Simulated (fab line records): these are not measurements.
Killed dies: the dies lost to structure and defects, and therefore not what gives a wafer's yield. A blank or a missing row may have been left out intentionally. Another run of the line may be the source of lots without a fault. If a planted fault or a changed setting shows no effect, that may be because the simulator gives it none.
Matching of chambers | flow n5-finfet | rie-diel-04 running N5_BEOL_M0_SAQP_DESCUM_19: 4 sister chambers
The step chemistry O2, time 7.9 s. 22 wafers are shown with their chamber, then 11 later ones without.

## WAFERS WITH THEIR CHAMBER
wafer  | chamber | showerhead-plenum-p-Torr (Torr) | throttle-valve-pct (%) | oes-product-au (a.u.)
L074.2 | 3       | 2.24                            | 20.54                  | 0.90
L074.4 | 0       | 1.98                            | 20.49                  | 0.72
L074.6 | 2       | 2.07                            | 20.21                  | 0.76
L075.1 | 1       | 2.17                            | 20.63                  | 0.69
L075.4 | 0       | 1.98                            | 20.50                  | 0.71
L075.6 | 1       | 2.17                            | 20.63                  | 0.68
L079.1 | 1       | 2.17                            | 20.64                  | 0.69
L079.3 | 0       | 1.97                            | 20.51                  | 0.70
L079.4 | 2       | 2.07                            | 20.24                  | 0.74
L081.3 | 0       | 1.97                            | 20.50                  | 0.70
L081.5 | 1       | 2.16                            | 20.63                  | 0.70
L081.6 | 0       | 1.97                            | 20.51                  | 0.70
L085.2 | 1       | 2.16                            | 20.64                  | 0.68
L085.3 | 3       | 2.24                            | 20.59                  | 0.88
L085.5 | 1       | 2.16                            | 20.65                  | 0.68
L084.3 | 0       | 1.97                            | 20.53                  | 0.69
L084.4 | 2       | 2.06                            | 20.26                  | 0.74
L084.5 | 3       | 2.24                            | 20.58                  | 0.87
L086.1 | 3       | 2.23                            | 20.59                  | 0.87
L086.3 | 2       | 2.06                            | 20.24                  | 0.75
L086.5 | 1       | 2.16                            | 20.65                  | 0.67
L087.1 | 1       | 2.16                            | 20.64                  | 0.68

SIGNATURES, as means of the wafers listed above
reading                  | chamber 0 | chamber 1 | chamber 2 | chamber 3 | scatter within a chamber
showerhead-plenum-p-Torr | 1.9733    | 2.1638    | 2.0650    | 2.2375    | 0.00525
throttle-valve-pct       | 20.5067   | 20.6387   | 20.2375   | 20.5750   | 0.0156
oes-product-au           | 0.7033    | 0.6837    | 0.7475    | 0.8800    | 0.0105
Rule: for a wafer and a chamber, the distance is found by dividing, reading by reading, the gap between the wafer's reading and the chamber's mean by the reading's scatter, squaring, summing and taking the root. If the next closest chamber is less than 2 further off than the closest, the wafer can't be placed; otherwise it belongs to the closest. The scatter is the square root of a quotient: the sum, over the shown wafers, of each reading's squared deviation from its chamber's mean, divided by wafers minus chambers.

## WAFERS WHOSE CHAMBER IS MISSING
wafer  | showerhead-plenum-p-Torr (Torr) | throttle-valve-pct (%) | oes-product-au (a.u.)
L087.3 | 2.23                            | 20.58                  | 0.86
L087.6 | 2.23                            | 20.59                  | 0.87
L094.1 | 1.96                            | 20.53                  | 0.69
L094.5 | 2.06                            | 20.28                  | 0.73
L094.6 | 2.23                            | 20.59                  | 0.85
L095.1 | 2.06                            | 20.28                  | 0.72
L095.4 | 1.96                            | 20.54                  | 0.68
L095.5 | 2.23                            | 20.61                  | 0.84
L097.2 | 1.96                            | 20.56                  | 0.69
L097.3 | 2.23                            | 20.63                  | 0.84
L097.5 | 2.23                            | 20.62                  | 0.85

## THE CHAMBER EACH PASSED THROUGH
wafer  | from the rows above | in truth
L087.3 | 3                   | 3
L087.6 | 3                   | 3
L094.1 | 0                   | 0
L094.5 | 2                   | 2
L094.6 | 3                   | 3
L095.1 | 2                   | 2
L095.4 | 0                   | 0
L095.5 | 3                   | 3
L097.2 | 0                   | 0
L097.3 | 3                   | 3
L097.5 | 3                   | 3
11 of 11 placed correctly. From these rows, 0 cannot be placed. 0 placed wrongly.
